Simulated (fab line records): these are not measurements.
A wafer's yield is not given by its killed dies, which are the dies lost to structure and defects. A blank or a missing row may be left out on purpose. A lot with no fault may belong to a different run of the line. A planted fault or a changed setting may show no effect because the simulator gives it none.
Which tool was responsible?	flow nand harc	37 wafers from 13 lots sampled at 4 of the route's 1302 steps

== WHAT THE GAUGES READ, wafer by wafer ==
The record lacks any reading of a measuring or inspecting step that a usual standard deviation could be used to judge.

== WHAT TOOL EACH LOT RAN ON (gives the tool, then ch and the chambers of the sampled wafers, and finally the start) ==
lot	NHARC_A_SGD_CUT_CMP_21	NHARC_A_SLIT_DESCUM_14	NHARC_A_WL_FILL_ALD_00	NHARC_A_WL_FILL_CVD_03
L622	cmp-03 ch 0,2,3, day 21 12:52	rie diel-03 ch 0,1,2, day 21 18:32	ald hk-03 ch 1,3, day 22 08:23	cvd w-02 ch 0,1, day 22 09:18
L625	cmp-03 ch 0,2, day 21 13:01	rie diel-04 ch 1,3, day 21 20:01	ald hk-04 ch 0,2,3, day 22 08:28	cvd w-01 ch 0,1, day 22 09:22
L623	cmp-03 ch 0,3, day 22 01:40	rie diel-03 ch 1,2, day 22 08:45	ald hk-01 ch 0,2,3, day 22 22:22	cvd w-02 ch 0,1, day 22 23:17
L627	cmp-02 ch 0,2,3, day 22 10:02	rie diel-11 ch 1,2,3, day 22 15:56	ald hk-04 ch 1,2, day 23 04:58	cvd w-02 ch 0, day 23 05:52
L626	cmp-01 ch 0,2,3, day 22 10:02	rie diel-11 ch 1,3, day 22 18:52	ald hk-04 ch 0,1,3, day 23 09:38	cvd w-02 ch 0, day 23 10:41
L628	cmp-02 ch 0,2,3, day 23 07:56	rie diel-11 ch 0,3, day 23 14:07	ald hk-03 ch 1,3, day 24 03:07	cvd w-02 ch 0,1, day 24 04:01
L631	cmp-02 ch 0,1,3, day 24 16:11	rie diel-04 ch 0,1,3, day 25 04:07	ald hk-03 ch 1,2,3, day 25 17:20	cvd w-01 ch 0,1, day 25 18:23
L635	cmp-02 ch 0,1,2, day 26 04:40	rie diel-03 ch 0,2,3, day 26 10:20	ald hk-04 ch 0,1,2, day 26 23:20	cvd w-01 ch 0,1, day 27 00:30
L633	cmp-03 ch 1,3, day 26 10:53	rie diel-03 ch 0,3, day 26 18:56	ald hk-04 ch 1,3, day 27 07:59	cvd w-01 ch 0,1, day 27 09:03
L636	cmp-01 ch 1,3, day 27 02:46	rie diel-11 ch 2, day 27 09:32	ald hk-04 ch 0,1, day 27 22:37	cvd w-02 ch 0,1, day 27 23:49
L638	cmp-02 ch 1,2, day 27 20:43	rie diel-03 ch 0,1,3, day 28 02:28	ald hk-03 ch 1,3, day 28 15:31	cvd w-01 ch 0,1, day 28 16:27
L639	cmp-01 ch 0,2,3, day 27 20:44	rie diel-11 ch 1,2, day 28 02:38	ald hk-01 ch 0,1,2, day 28 18:29	cvd w-02 ch 1, day 28 19:25
L642	cmp-01 ch 0,2,3, day 29 03:16	rie diel-04 ch 0,1,3, day 29 10:08	ald hk-01 ch 0,2,3, day 30 00:44	cvd w-02 ch 0,1, day 30 01:39
- NHARC_A_SGD_CUT_CMP_21: polishes, target thk 148.19 nm.
- NHARC_A_SLIT_DESCUM_14: chemistry O2, time 3 s.
- NHARC_A_WL_FILL_ALD_00: deposits Al2O3, target thk 3 nm, pulse time 3 s, ald cycles 30.
- NHARC_A_WL_FILL_CVD_03: deposits W, target thk 40 nm, time 279 s.

== WHAT THE TOOLS THEMSELVES READ (means of the sampled wafers that have a number; where no wafer has one, the mark that the record gives instead) ==
NHARC_A_SGD_CUT_CMP_21. Usual: motor current A 12.2 A, standard deviation 1.2; time to endpoint s 50 s, standard deviation 3.9.
lot	tool	motor current A (A)	time to endpoint s (s)	flag
L622	cmp-03	12.0	50	
L625	cmp-03	12.6	46	
L623	cmp-03	12.6	45	
L627	cmp-02	11.5	49	
L626	cmp-01	11.4	52	
L628	cmp-02	12.0	53	
L631	cmp-02	12.2	50	
L635	cmp-02	12.1	52	
L633	cmp-03	13.1	48	
L636	cmp-01	12.1	52	
L638	cmp-02	12.2	53	
L639	cmp-01	11.4	48	
L642	cmp-01	11.4	52	

NHARC_A_SLIT_DESCUM_14. Usual: drypump motor current A 5.6 A, standard deviation 0.54; oes product au 1.002 a.u., standard deviation 0.013; rf vpp V 58.1 V, standard deviation 0.89; showerhead plenum p Torr 1.99 Torr, standard deviation 0.071; throttle valve pct 11.311 %, standard deviation 0.0096.
lot	tool	drypump motor current A (A)	oes product au (a.u.)	rf vpp V (V)	showerhead plenum p Torr (Torr)	throttle valve pct (%)	flag
L622	rie diel-03	5.6	1.005	58.1	1.94	11.308	
L625	rie diel-04	5.2	1.000	58.5	2.04	11.320	
L623	rie diel-03	5.7	1.011	57.4	1.92	11.314	
L627	rie diel-11	5.7	0.984	58.0	1.96	11.311	
L626	rie diel-11	5.1	0.991	57.2	1.99	11.313	
L628	rie diel-11	5.5	1.011	57.9	2.00	11.301	
L631	rie diel-04	5.5	1.001	58.5	2.04	11.316	
L635	rie diel-03	5.4	1.013	57.7	2.01	11.312	
L633	rie diel-03	5.5	1.012	58.4	2.03	11.318	
L636	rie diel-11	6.6	1.000	57.4	1.87	11.324	
L638	rie diel-03	5.7	0.997	58.0	1.96	11.306	
L639	rie diel-11	5.5	0.985	59.0	1.94	11.317	
L642	rie diel-04	5.5	1.004	59.2	2.04	11.313	

NHARC_A_WL_FILL_ALD_00. Usual: heater power w 435 W, standard deviation 34; precursor pulse height rel 0.998, standard deviation 0.02.
lot	tool	heater power w (W)	precursor pulse height rel	flag
L622	ald hk-03	470	0.998	
L625	ald hk-04	421	0.997	
L623	ald hk-01	409	0.998	
L627	ald hk-04	453	1.008	
L626	ald hk-04	442	0.982	
L628	ald hk-03	467	1.019	
L631	ald hk-03	455	0.986	
L635	ald hk-04	428	1.002	
L633	ald hk-04	455	0.982	
L636	ald hk-04	446	0.991	
L638	ald hk-03	464	0.999	
L639	ald hk-01	453	1.007	
L642	ald hk-01	401	0.998	

NHARC_A_WL_FILL_CVD_03. Usual: heater power w 467 W, standard deviation 30; throttle valve pct 8.2 %, standard deviation 0.31.
lot	tool	heater power w (W)	throttle valve pct (%)	flag
L622	cvd w-02	484	8.1	
L625	cvd w-01	445	8.6	
L623	cvd w-02	484	8.0	
L627	cvd w-02	459	7.8	
L626	cvd w-02	465	7.8	
L628	cvd w-02	480	7.9	
L631	cvd w-01	457	8.4	
L635	cvd w-01	434	8.5	
L633	cvd w-01	449	8.4	
L636	cvd w-02	474	7.9	
L638	cvd w-01	463	8.5	
L639	cvd w-02	496	8.0	
L642	cvd w-02	472	8.0	

== THE ANSWER, worked out from the rows above alone ==
Rule: a lot is off if the mean of its wafers that have a number lies more than 3 standard deviations from the usual mean. Also off: a lot with no number at a reading for which 4 or more lots have one. The other lots that the step has rows for count as sound. The gauges are gone through in route order, then the tools' own readings, and for those a lot's mean is taken as printed above. The first step at which some lot is off is used, and at that step the reading that is off furthest; a lot without a number counts as furthest.
No lot is off at any reading shown: from this, nothing can be told.

== WHAT THE SIMULATOR HAD PUT IN ==
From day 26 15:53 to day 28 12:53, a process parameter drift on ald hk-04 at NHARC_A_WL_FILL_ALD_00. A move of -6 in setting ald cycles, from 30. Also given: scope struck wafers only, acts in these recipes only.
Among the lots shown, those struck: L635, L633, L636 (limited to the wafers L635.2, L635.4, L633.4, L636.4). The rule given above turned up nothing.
